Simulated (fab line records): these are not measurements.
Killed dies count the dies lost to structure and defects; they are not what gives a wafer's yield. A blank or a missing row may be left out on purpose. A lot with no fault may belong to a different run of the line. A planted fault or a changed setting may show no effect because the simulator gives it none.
A lot that was struck, set against a sound lot | flow n5 finfet | 15 out of 1938 route steps
Sound: the wafers L219.1, L219.4, L219.5. Struck: wafer L223.2. (L223.1, L223.5 of the same lot were not struck and are left out.) The cause comes at the end.
Per side, at each step with rows, come the tool, then ch with its chambers, and then its first start. Under that, the readings that differ: sound wafers | struck wafers | difference of the means | sigmas: that difference in standard deviations of wafers without a fault.
alike: readings whose means differ by less than 2 such deviations, and words and numbers that are the same on both sides. not compared: withheld readings, readings that some wafer has no value for, bounds like >300 that may hide the same value, and numbers for which the record gives no deviation and whose values overlap.
The two part at a step that has a row with sigmas, a row that says differs or no value, or rows on one side only. Numbers that don't overlap but have no deviation are shown without sigmas and don't part them. A reading missing from all wafers of one side parts the sides only when that side holds two or more wafers.

first, 3 steps without rows for these wafers: N5_BEOL_M5_SRD_40 (time 30 s); N5_BEOL_M5_PRECLEAN_42 (cleans in residue remover, time 60 s); N5_BEOL_M5_SRD_43 (time 30 s).
N5_BEOL_M5_CD_MEAS_35: target cd 28 nm, target cd y 24 nm.
  sound on cd sem-01, day 8 22:17; struck on cd sem-03, day 10 00:59
  alike: cd nm
N5_BEOL_M5_CURE_80: cures SiCOH lowk, time 120 s.
  sound on uv cure-02 ch 2, day 8 22:20; struck on uv cure-03 ch 1, day 10 01:02
  alike: lamp power pct, wafer_temp_C_max
N5_BEOL_M5_DEGAS_44: time 60 s.
  sound on pvd sputter-02, day 8 23:20; struck on pvd sputter-03, day 10 01:43
  alike: heater power w, susceptor temp C
then, 1 step without rows for these wafers: N5_BEOL_M5_PRE_CLEAN_45 (time 30 s).
N5_BEOL_M5_ALD_86: deposits TaN, pulse time 2 s, purge time 3 s, co reactant purge time 2 s.
  sound on ald metal-03 ch 0,1, day 8 23:29; struck on ald metal-03 ch 3, day 10 01:49
  alike: heater power outer w, heater power w, susceptor temp C
then, 3 steps without rows for these wafers: N5_BEOL_M5_SURFACE_TREAT_87; N5_BEOL_M5_CVD_47 (deposits Co from CCTBA/H2, target thk 3 nm, time 216 s); N5_BEOL_M5_SPUTTER_48 (material Cu, target thk 15 nm, time 27.62 s).
N5_BEOL_M5_ANNEAL_49: time 1800 s.
  sound on pvd sputter-01, day 9 00:05; struck on pvd sputter-01, day 10 02:23
  alike: heater power w, susceptor temp C
N5_BEOL_M5_SPUTTER_81: material Cu, target thk 15 nm, time 27.62 s.
  sound on pvd sputter-01, day 9 01:05; struck on pvd sputter-01, day 10 03:23
  reading                  | sound                   | struck  | difference | sigmas
  chamber pressure pa (Pa) | 0.06995 0.06992 0.07007 | 0.07673 | +0.00675   | +42
  throttle valve pct (%)   | 30.7 29.3 29.2          | 27.8    | -1.9       | -2
  alike: chuck sensor temp C, susceptor temp C
N5_BEOL_M5_ANNEAL_82: time 1800 s.
  sound on pvd sputter-01, day 9 01:10; struck on pvd sputter-01, day 10 03:28
  reading              | sound                | struck | difference | sigmas
  susceptor temp C (C) | 400.15 400.12 400.10 | 399.71 | -0.41      | -2
  alike: heater power w
-- a jump in the record: the struck wafers' starts before and after are 5 days apart (it breaks off in module BEOL_M5 and resumes in module PASSIVATION, where the first step shown is number 1936 of the route) --
N5_PASSIVATION_PROBE_49:
  sound on prober-01, day 12 23:40; struck on prober-01, day 14 18:58
  reading                  | sound          | struck | difference | sigmas
  defect limited yield (%) | 90.6 84.9 89.5 | 93.3   | +5.0       | +3
  killed_at_M4_up          | 15 17 27       | 8      | -12        | -2
  killed at front end      | 50 90 48       | 25     | -38        | -3
  killed dies              | 111 178 124    | 79     | -59        | -3
  killed open              | 74 125 90      | 49     | -47        | -3
  sort_bin_5_function (%)  | 5.9 8.6 6.7    | 4.2    | -2.9       | -3
  sort_bin_6_memory (%)    | 3.2 5.6 3.3    | 1.9    | -2.1       | -3
  sort n pass              | 1069 1002 1056 | 1101   | +59        | +3
  sort yield pct (%)       | 90.6 84.9 89.5 | 93.3   | +5.0       | +3
  alike: killed_at_M0_to_M3, killed at contacts, killed at other, killed short, sort_bin_8_speed

## WHERE THEY PART
At N5_BEOL_M5_SPUTTER_81 first; at N5_PASSIVATION_PROBE_49 last (within this record only).

WHY: whatever the simulator had introduced
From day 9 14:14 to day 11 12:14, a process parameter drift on pvd sputter-01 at N5_BEOL_M5_SPUTTER_81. Setting chamber pressure pa, moved by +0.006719, from 0.07. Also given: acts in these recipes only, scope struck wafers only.
